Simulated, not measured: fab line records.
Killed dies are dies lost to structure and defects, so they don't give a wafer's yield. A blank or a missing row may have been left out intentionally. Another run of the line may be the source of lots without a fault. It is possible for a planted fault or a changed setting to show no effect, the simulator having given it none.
Matching of chambers + flow n5_finfet + N5_BEOL_M0_SAQP_ETCH_83 on rie_diel-05 has 4 sister chambers
The step etches SiARC in CF4, target depth 39 nm, time 65 s. 16 wafers are shown with their chamber, then 8 later ones without.

## WAFERS PAIRED WITH THEIR CHAMBERS
| wafer  | chamber | showerhead_plenum_p_Torr (Torr) | drypump_motor_current_A (A) | throttle_valve_pct (%) |
|--------|---------|---------------------------------|-----------------------------|------------------------|
| L077.1 | 1       | 2.22                            | 5.90                        | 15.90                  |
| L077.2 | 2       | 2.05                            | 6.03                        | 15.90                  |
| L077.6 | 3       | 2.19                            | 5.62                        | 15.45                  |
| L081.1 | 0       | 2.20                            | 5.61                        | 15.59                  |
| L081.3 | 3       | 2.19                            | 5.64                        | 15.48                  |
| L081.6 | 2       | 2.05                            | 6.08                        | 15.92                  |
| L083.3 | 3       | 2.19                            | 5.64                        | 15.49                  |
| L083.4 | 2       | 2.05                            | 6.02                        | 15.95                  |
| L083.6 | 1       | 2.22                            | 5.94                        | 15.94                  |
| L088.1 | 0       | 2.20                            | 5.63                        | 15.14                  |
| L088.3 | 1       | 2.21                            | 5.91                        | 15.94                  |
| L088.6 | 1       | 2.21                            | 5.90                        | 15.95                  |
| L089.3 | 1       | 2.21                            | 5.93                        | 15.96                  |
| L089.4 | 3       | 2.18                            | 5.63                        | 15.50                  |
| L089.6 | 3       | 2.18                            | 5.64                        | 15.51                  |
| L090.2 | 1       | 2.21                            | 5.90                        | 15.98                  |

SIGNATURES (means of the wafers above)
| reading                  | chamber 0 | chamber 1 | chamber 2 | chamber 3 | scatter within a chamber |
|--------------------------|-----------|-----------|-----------|-----------|--------------------------|
| showerhead_plenum_p_Torr | 2.2000    | 2.2133    | 2.0500    | 2.1860    | 0.00459                  |
| drypump_motor_current_A  | 5.6200    | 5.9133    | 6.0433    | 5.6340    | 0.0185                   |
| throttle_valve_pct       | 15.3650   | 15.9450   | 15.9233   | 15.4860   | 0.095                    |
Rule: for each reading, subtract the chamber's mean from the wafer's reading, divide by that reading's scatter and square the result; add these up over the readings and take the root, which gives the wafer's distance from the chamber. The wafer belongs to the nearest chamber; if the next one is less than 2 further off, it can't be placed. The scatter is the square root of a quotient: the sum, over the shown wafers, of each reading's squared deviation from its chamber's mean, divided by wafers minus chambers.

## WAFERS MISSING THEIR CHAMBER
| wafer  | showerhead_plenum_p_Torr (Torr) | drypump_motor_current_A (A) | throttle_valve_pct (%) |
|--------|---------------------------------|-----------------------------|------------------------|
| L090.4 | 2.04                            | 6.03                        | 15.98                  |
| L090.6 | 2.21                            | 5.90                        | 15.97                  |
| L092.1 | 2.04                            | 6.05                        | 15.97                  |
| L092.2 | 2.18                            | 5.62                        | 15.54                  |
| L092.5 | 2.21                            | 5.95                        | 15.97                  |
| L095.2 | 2.19                            | 5.61                        | 15.16                  |
| L095.3 | 2.04                            | 6.01                        | 15.98                  |
| L095.5 | 2.21                            | 5.93                        | 15.98                  |

## THE CHAMBER EACH PASSED THROUGH
| wafer  | from the rows above     | in truth |
|--------|-------------------------|----------|
| L090.4 | 2                       | 2        |
| L090.6 | 1                       | 1        |
| L092.1 | 2                       | 2        |
| L092.2 | 3                       | 3        |
| L092.5 | 1                       | 1        |
| L095.2 | can't be placed: 0 or 3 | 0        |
| L095.3 | 2                       | 2        |
| L095.5 | 1                       | 1        |
Placed correctly: 7 of 8. Not placeable from these rows: 1 (in 1, the candidates include the true chamber). Placed wrongly: 0.
